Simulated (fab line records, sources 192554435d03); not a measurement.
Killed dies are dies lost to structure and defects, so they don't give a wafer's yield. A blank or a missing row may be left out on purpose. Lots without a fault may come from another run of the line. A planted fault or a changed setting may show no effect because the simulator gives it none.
One fault seen from 2 desks | flow n5_finfet | each desk has only its own numbers; what lay behind them comes last

THE TOOL OWNER'S DESK: pecvd-02
The tool's own readings at N5_FIN_SAQP_HM_DEP_03 (deposits SiNx from SiH4/NH3/N2, target thk 38 nm, time 33.6 s): means of the sampled wafers that have a number, for each lot that ran on this tool. A lot is out of limits, marked OUT, if its mean lies more than 4 standard deviations from the usual mean; the brackets give that distance.
Columns: A = heater_power_w at N5_FIN_SAQP_HM_DEP_03, usual 767 W; B = showerhead_plenum_p_Torr at N5_FIN_SAQP_HM_DEP_03, usual 5.16 Torr; C = throttle_valve_pct at N5_FIN_SAQP_HM_DEP_03, usual 39.4 %
lot  | first seen here | A   | B    | C
L530 | day 2 15:17     | 777 | 5.12 | 42.2
L540 | day 5 06:24     | 690 | 5.20 | 39.0
L541 | day 5 10:11     | 727 | 5.22 | 39.0
This desk's finding: nothing out of limits on any of the 3 lots.

THE METROLOGY DESK
What the gauges read, lot by lot, whatever tool the lot ran on: means of the sampled wafers that have a number. A lot is out of limits, marked OUT, if its mean lies more than 4 standard deviations from the usual mean; the brackets give that distance. Of its 11 readings 7 are shown: the one that was out of limits first, and those that lie furthest out on some lot.
Columns: A = thk_nm at N5_FIN_SAQP_THK_MEAS_05, usual 38.2 nm; B = DIBL_N at N5_BEOL_M4_RC_MEAS_101, usual 36.9 mV/V; C = ION_P at N5_BEOL_M4_RC_MEAS_101, usual 462 uA/um; D = SS_N at N5_BEOL_M4_RC_MEAS_101, usual 71.8 mV/dec; E = SS_P at N5_BEOL_M4_RC_MEAS_101, usual 73.6 mV/dec; F = VT_N at N5_BEOL_M4_RC_MEAS_101, usual 250 mV; G = VT_P at N5_BEOL_M4_RC_MEAS_101, usual -249.7 mV
lot  | first seen here | A               | B    | C   | D    | E    | F   | G
L530 | day 2 15:24     | 37.7            | 37.0 | 454 | 71.3 | 73.6 | 248 | -250.9
L540 | day 5 06:29     | 34.7 (-5.5) OUT | 37.6 | 463 | 71.9 | 73.5 | 253 | -251.0
L541 | day 5 10:16     | 36.7            | 37.9 | 466 | 71.4 | 73.5 | 250 | -249.3
L544 | day 6 04:51     | 38.3            | 35.1 | 459 | 71.1 | 72.6 | 251 | -251.8
This desk's finding: out of limits on L540; first on L540, day 5 06:29 (thk_nm at N5_FIN_SAQP_THK_MEAS_05). In limits: L530, L541, L544.

PUT TOGETHER
The metrology desk could have raised an alarm at day 5 06:29, on L540.
The tool owner's desk saw nothing out of limits.
The tool owner's desk has L540 on record, within its limits.
Of the lots named, all ran N5_FIN_SAQP_HM_DEP_03 on pecvd-02.

WHAT THE SIMULATOR HAD PUT IN
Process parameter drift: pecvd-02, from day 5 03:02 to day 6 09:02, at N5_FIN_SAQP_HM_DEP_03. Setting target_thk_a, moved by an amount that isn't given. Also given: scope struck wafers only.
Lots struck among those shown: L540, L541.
Hours from the fault's start to each desk's first reading out of limits: the metrology desk, 3.
